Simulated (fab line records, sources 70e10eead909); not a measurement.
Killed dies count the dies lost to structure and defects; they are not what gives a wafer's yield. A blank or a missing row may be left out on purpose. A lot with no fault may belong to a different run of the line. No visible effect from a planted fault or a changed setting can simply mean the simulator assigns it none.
Which tool did it? | flow nand harc | 16 lots with 41 wafers sampled at 5 steps, on a route of 1302 steps

WHAT EACH GAUGE READ, for each wafer
NHARC_A_SOURCE_PLATE_THK_MEAS_06: measures by ellipsometry. Usual: thk nm at 199.6 nm, with a standard deviation of 2.1.
lot  | measured     | on            | thk nm (nm)       | flag
L736 | day 8 03:15  | film metro-01 | 199.2 199.0 197.6 |
L738 | day 8 07:56  | film metro-01 | 198.2 199.5 199.2 |
L737 | day 8 07:56  | film metro-02 | 198.2 199.1 196.4 |
L740 | day 9 08:08  | film metro-01 | 198.6 200.3 201.6 |
L739 | day 9 08:08  | film metro-02 | 200.8 198.5 199.9 |
L742 | day 10 03:29 | film metro-02 | 197.4 198.1 197.4 |
L743 | day 10 19:20 | film metro-02 | 202.2             |
L744 | day 10 23:59 | film metro-01 | 196.7             |
L745 | day 11 06:50 | film metro-01 | 201.7             |
L746 | day 12 02:14 | film metro-01 | 201.2 200.5       |
L748 | day 12 09:11 | film metro-02 | 199.5 201.1 201.7 |
L749 | day 13 06:05 | film metro-01 | 196.4 195.2 198.2 |
L750 | day 13 22:19 | film metro-02 | 198.2 197.8 198.5 |
L751 | day 13 22:19 | film metro-01 | 202.5 200.6 200.5 |
L752 | day 14 10:30 | film metro-01 | 203.3 202.4 200.6 |
L757 | day 16 05:31 | film metro-01 | 200.2 199.0 198.9 |

NHARC_A_ONON_D1_THK_MEAS_05: measures by ellipsometry. Usual: thk nm at 997 nm, with a standard deviation of 10.
lot  | measured     | on            | thk nm (nm)    | flag
L736 | day 8 04:30  | film metro-02 | 1007 1009 1006 |
L738 | day 8 09:10  | film metro-01 | 998 1002 1000  |
L737 | day 8 09:11  | film metro-02 | 1014 1013 1015 |
L740 | day 9 09:22  | film metro-02 | 1010 1009 1010 |
L739 | day 9 09:20  | film metro-01 | 1012 1012 1014 |
L742 | day 10 04:42 | film metro-01 | 983 982 982    |
L743 | day 10 20:34 | film metro-01 | 999            |
L744 | day 11 01:11 | film metro-01 | 1010           |
L745 | day 11 08:05 | film metro-01 | 991            |
L746 | day 12 03:30 | film metro-01 | 988 988        |
L748 | day 12 10:25 | film metro-02 | 979 979 981    |
L749 | day 13 07:21 | film metro-01 | 983 982 983    |
L750 | day 13 23:31 | film metro-02 | 994 994 994    |
L751 | day 13 23:31 | film metro-01 | 998 996 1000   |
L752 | day 14 11:43 | film metro-01 | 1009 1010 1010 |
L757 | day 16 06:46 | film metro-02 | 995 996 995    |

NHARC_A_ONON_D1_THK_MEAS_27: measures by ellipsometry. Usual: thk nm at 1002 nm, with a standard deviation of 8.7.
lot  | measured     | on            | thk nm (nm)    | flag
L736 | day 8 15:42  | film metro-02 | 1002 1001 1002 |
L738 | day 8 20:40  | film metro-01 | 1005 1004 1005 |
L737 | day 8 20:22  | film metro-02 | 1001 1000 1001 |
L740 | day 10 14:44 | film metro-01 | 984 985 985    |
L739 | day 10 14:44 | film metro-02 | 1002 1001 1001 |
L742 | day 10 15:05 | film metro-01 | 1004 1002 1003 |
L743 | day 11 07:44 | film metro-01 | 924            | OFF
L744 | day 11 12:15 | film metro-01 | 933            | OFF
L745 | day 11 23:02 | film metro-01 | 933            | OFF
L746 | day 12 14:58 | film metro-02 | 914 913        | OFF
L748 | day 12 21:37 | film metro-02 | 996 996 996    |
L749 | day 13 22:06 | film metro-01 | 1005 1005 1004 |
L750 | day 14 10:43 | film metro-02 | 980 978 978    |
L751 | day 14 10:41 | film metro-01 | 999 998 1000   |
L752 | day 15 03:08 | film metro-01 | 1015 1016 1013 |
L757 | day 16 17:59 | film metro-01 | 1018 1019 1018 |

TOOL THAT RAN EACH LOT (tool first, then ch and the chambers of the sampled wafers, then the start)
lot  | NHARC_A_ZERO_WELL_ETCH_19          | NHARC_A_ONON_D1_DEP_25
L736 | rie diel-03 ch 2,3, day 7 06:17    | pecvd onon-02 ch 0, day 8 15:14
L738 | rie diel-04 ch 1,2,3, day 7 10:09  | pecvd onon-01 ch 0, day 8 20:09
L737 | rie diel-03 ch 0,3, day 7 11:02    | pecvd onon-04 ch 0, day 8 19:52
L740 | rie diel-12 ch 0,1,3, day 8 11:18  | pecvd onon-04 ch 0, day 10 14:14
L739 | rie diel-03 ch 0,2,3, day 8 13:35  | pecvd onon-01 ch 0, day 10 14:17
L742 | rie diel-12 ch 1,2,3, day 9 05:55  | pecvd onon-04 ch 0, day 10 14:35
L743 | rie diel-03 ch 0, day 9 21:48      | pecvd onon-04 ch 0, day 11 07:27
L744 | rie diel-04 ch 2, day 10 01:39     | pecvd onon-04 ch 0, day 11 11:44
L745 | rie diel-12 ch 1, day 10 09:08     | pecvd onon-04 ch 0, day 11 22:38
L746 | rie diel-12 ch 2,3, day 11 04:35   | pecvd onon-04 ch 0, day 12 14:28
L748 | rie diel-04 ch 1,2,3, day 11 12:12 | pecvd onon-01 ch 0, day 12 21:07
L749 | rie diel-03 ch 1,2, day 12 08:49   | pecvd onon-01 ch 0, day 13 21:35
L750 | rie diel-12 ch 0,1,3, day 13 01:23 | pecvd onon-01 ch 0, day 14 10:23
L751 | rie diel-03 ch 2,3, day 13 03:03   | pecvd onon-02 ch 0, day 14 10:11
L752 | rie diel-03 ch 2,3, day 13 13:02   | pecvd onon-02 ch 0, day 15 02:40
L757 | rie diel-03 ch 0,2, day 15 08:32   | pecvd onon-01 ch 0, day 16 17:29
- NHARC_A_ZERO_WELL_ETCH_19: etches the open film in N2/H2, target depth 80 nm, overetch 24 nm, time 87.88 s.
- NHARC_A_ONON_D1_DEP_25: target thk 1000 nm.

AS READ BY THE TOOLS THEMSELVES (means over the sampled wafers that have a number; for cases with no such wafer, the mark the record gives instead)
NHARC_A_ZERO_WELL_ETCH_19. Usual: drypump motor current A 5.6 A, standard deviation 0.52; oes product au 1.001 a.u., standard deviation 0.011; rf fwd power W 396.7 W, standard deviation 1.6; rf vpp V 431.3 V, standard deviation 2.3; showerhead plenum p Torr 2.07 Torr, standard deviation 0.085; throttle valve pct 14.172 %, standard deviation 0.01.
lot  | tool        | drypump motor current A (A) | oes product au (a.u.) | rf fwd power W (W) | rf vpp V (V) | showerhead plenum p Torr (Torr) | throttle valve pct (%) | flag
L736 | rie diel-03 | 5.2                         | 1.011                 | 399.2              | 433.3        | 2.14                            | 14.177                 |
L738 | rie diel-04 | 5.8                         | 0.999                 | 396.3              | 432.2        | 2.10                            | 14.176                 |
L737 | rie diel-03 | 6.0                         | 0.989                 | 396.7              | 431.4        | 2.07                            | 14.175                 |
L740 | rie diel-12 | 5.1                         | 0.999                 | 396.4              | 432.6        | 2.12                            | 14.172                 |
L739 | rie diel-03 | 5.5                         | 0.994                 | 396.8              | 431.4        | 2.08                            | 14.172                 |
L742 | rie diel-12 | 5.5                         | 1.003                 | 396.8              | 431.9        | 2.08                            | 14.181                 |
L743 | rie diel-03 | 6.3                         | 0.993                 | 393.6              | 430.6        | 2.01                            | 14.168                 |
L744 | rie diel-04 | 5.7                         | 1.009                 | 398.3              | 432.0        | 2.09                            | 14.169                 |
L745 | rie diel-12 | 5.0                         | 0.999                 | 394.9              | 435.5        | 2.17                            | 14.184                 |
L746 | rie diel-12 | 5.8                         | 1.014                 | 397.3              | 430.5        | 2.02                            | 14.160                 |
L748 | rie diel-04 | 5.8                         | 1.009                 | 397.5              | 431.5        | 2.09                            | 14.170                 |
L749 | rie diel-03 | 5.6                         | 0.996                 | 395.2              | 430.5        | 2.04                            | 14.179                 |
L750 | rie diel-12 | 5.1                         | 0.977                 | 396.4              | 433.0        | 2.12                            | 14.175                 |
L751 | rie diel-03 | 5.1                         | 1.013                 | 398.6              | 431.4        | 2.08                            | 14.171                 |
L752 | rie diel-03 | 5.1                         | 1.003                 | 397.5              | 430.8        | 2.08                            | 14.167                 |
L757 | rie diel-03 | 5.9                         | 1.004                 | 396.8              | 430.3        | 2.02                            | 14.164                 |

NHARC_A_ONON_D1_DEP_25. Usual: nh3 flow sccm 499.9 sccm, standard deviation 1.4; sih4 flow sccm 210.0 sccm, standard deviation 0.64.
lot  | tool          | nh3 flow sccm (sccm) | sih4 flow sccm (sccm) | flag
L736 | pecvd onon-02 | 500.5                | 210.3                 |
L738 | pecvd onon-01 | 501.0                | 210.3                 |
L737 | pecvd onon-04 | 501.6                | 210.1                 |
L740 | pecvd onon-04 | 500.7                | 209.4                 |
L739 | pecvd onon-01 | 500.8                | 210.1                 |
L742 | pecvd onon-04 | 499.6                | 209.9                 |
L743 | pecvd onon-04 | 499.7                | 210.5                 |
L744 | pecvd onon-04 | 499.3                | 209.4                 |
L745 | pecvd onon-04 | 501.6                | 211.5                 |
L746 | pecvd onon-04 | 499.5                | 210.4                 |
L748 | pecvd onon-01 | 500.4                | 209.5                 |
L749 | pecvd onon-01 | 499.4                | 209.2                 |
L750 | pecvd onon-01 | 499.8                | 209.7                 |
L751 | pecvd onon-02 | 500.0                | 210.4                 |
L752 | pecvd onon-02 | 498.9                | 209.5                 |
L757 | pecvd onon-01 | 499.0                | 210.7                 |

THE ANSWER, worked out from the rows above alone
Rule: a lot counts as off when the mean over its wafers that have a number is more than 3 standard deviations away from the usual mean. A lot without any number at a reading at which 4 lots or more have one is off too. Where the step has rows for the other lots, those lots are counted as sound. Order of review: gauges by route order, followed by the tools' own readings, for which a lot's mean as printed above is used. At the first step where some lot is off, the reading lying furthest off is the one used; lots without a number count as furthest.
Off: L743, L744, L745, L746, at NHARC_A_ONON_D1_THK_MEAS_27 (thk nm).
A tool fits if, at a process step before that reading, it ran every lot that is off, and no sound lot after the first of them. The gauges at NHARC_A_ONON_D1_THK_MEAS_27 are tried like those tools. One fits: NHARC_A_ONON_D1_DEP_25 on pecvd onon-04. A fault onset in the window from L742 (day 10 14:35, its last sound lot) to L743 (day 11 07:27, its first lot off) fits.

WHAT THE SIMULATOR HAD PUT IN
Drift in process parameters on pecvd onon-04 at NHARC_A_ONON_D1_DEP_25, starting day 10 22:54. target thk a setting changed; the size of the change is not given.
Shown lots that were struck: L743, L744, L745, L746. The rule above reached the same finding.
